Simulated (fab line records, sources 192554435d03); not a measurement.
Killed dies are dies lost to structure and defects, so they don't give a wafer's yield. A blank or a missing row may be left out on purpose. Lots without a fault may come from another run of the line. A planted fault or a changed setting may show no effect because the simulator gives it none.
A struck lot beside a sound one | flow n5_finfet | 16 steps out of a route of 1938
Sound: wafers L943.1, L943.4, L943.6. Struck: wafer L948.6. (L948.5 of the same lot was not struck and is left out.) The cause comes at the end.
At each step with rows: each side's tool, then ch and its chambers, then its first start. Under that, the readings that differ: sound wafers | struck wafers | difference of the means | sigmas: that difference in standard deviations of wafers without a fault.
alike: readings whose means differ by less than 2 such deviations, and words and numbers that are the same on both sides. not compared: withheld readings, readings that some wafer has no value for, bounds like >300 that may hide the same value, and numbers for which the record gives no deviation and whose values overlap.
The two part at a step that has a row with sigmas, a row that says differs or no value, or rows on one side only. Numbers that don't overlap but have no deviation are shown without sigmas and don't part them. A reading that every wafer of one side lacks parts them only if that side has two wafers or more.

first, 8 steps without rows for these wafers: N5_BEOL_M3_COAT_68 (time 60 s, resist thk 12 nm); N5_BEOL_M3_COAT_76 (time 60 s, resist thk 5 nm); N5_BEOL_M3_COAT_22 (resist thk 30 nm); N5_BEOL_M3_EBR_24; N5_BEOL_M3_SOFTBAKE_23 (time 60 s); N5_BEOL_M3_EXPOSE_25 (exposes mask V2, defocus 5 nm); N5_BEOL_M3_PEB_26 (peb time 60 s); N5_BEOL_M3_DEVELOP_27 (develop time 30 s).
N5_BEOL_M3_CD_MEAS_28: target cd 25.7 nm, target cd y 23.3 nm.
  sound on cd_sem-01 ch 0, day 7 00:28; struck on cd_sem-03 ch 0, day 8 00:29
  alike: cd_nm
N5_BEOL_M3_OVL_MEAS_29:
  sound on overlay-01 ch 0, day 7 00:30; struck on overlay-01 ch 0, day 8 00:32
  alike: V2_OVL
N5_BEOL_M3_INSPECT_30: inspects for defects (brightfield).
  sound on defect_inspect-01, day 7 00:34; struck on defect_inspect-01, day 8 00:34
  alike: raw_defect_count
N5_BEOL_M3_DESCUM_33: chemistry O2, time 7 s.
  sound on rie_diel-04 ch 1,2, day 7 00:37; struck on rie_diel-04 ch 0, day 8 00:38
  reading                         | sound             | struck | difference | sigmas
  rf_vpp_V (V)                    | 244.6 243.8 245.2 | 241.1  | -3.4       | -3
  showerhead_plenum_p_Torr (Torr) | 2.14 2.09 2.09    | 1.98   | -0.13      | -2
  alike: chamber_pressure_mTorr, drypump_motor_current_A, oes_product_au, throttle_valve_pct
  not compared: rf_hours_counter_h
N5_BEOL_M3_ETCH_77: etches underlayer in N2/H2, target depth 6.5 nm, time 5.2 s.
  sound on rie_diel-04 ch 1,2, day 7 00:38; struck on rie_diel-04 ch 0, day 8 00:39
  reading               | sound          | struck | difference | sigmas
  etch_rf_on_time_s (s) | 5.41 5.25 5.24 | 3.54   | -1.76      | -18
  oes_product_au (a.u.) | 0.75 0.62 0.62 | 0.78   | +0.12      | +2
  alike: chamber_pressure_mTorr, drypump_motor_current_A, rf_vpp_V, showerhead_plenum_p_Torr, throttle_valve_pct
  not compared: rf_hours_counter_h
N5_BEOL_M3_ETCH_69: etches SiARC in CF4, target depth 15.6 nm, time 26 s.
  sound on rie_diel-04 ch 1,2, day 7 00:40; struck on rie_diel-04 ch 0, day 8 00:41
  reading                        | sound             | struck | difference | sigmas
  chamber_pressure_mTorr (mTorr) | 40.03 39.99 40.04 | 39.95  | -0.07      | -2
  alike: drypump_motor_current_A, etch_rf_on_time_s, oes_product_au, rf_vpp_V, showerhead_plenum_p_Torr, throttle_valve_pct
  not compared: rf_hours_counter_h
N5_BEOL_M4_RC_MEAS_101:
  sound on prober-01 ch 0, day 7 15:19; struck on prober-02 ch 0, day 8 15:28
  reading       | sound       | struck | difference | sigmas
  ION_P (uA/um) | 452 453 453 | 473    | +20        | +3
  alike: DIBL_N, DIBL_P, IOFF_N, IOFF_P, ION_N, SS_N, SS_P, VT_N, VT_P
N5_PASSIVATION_PROBE_49:
  the record has rows for the sound wafers here (prober-01, day 11 21:31) and none for the struck ones

WHERE THEY PART
First at N5_BEOL_M3_DESCUM_33; last, within this record, at N5_PASSIVATION_PROBE_49.

WHY: what the simulator had put in
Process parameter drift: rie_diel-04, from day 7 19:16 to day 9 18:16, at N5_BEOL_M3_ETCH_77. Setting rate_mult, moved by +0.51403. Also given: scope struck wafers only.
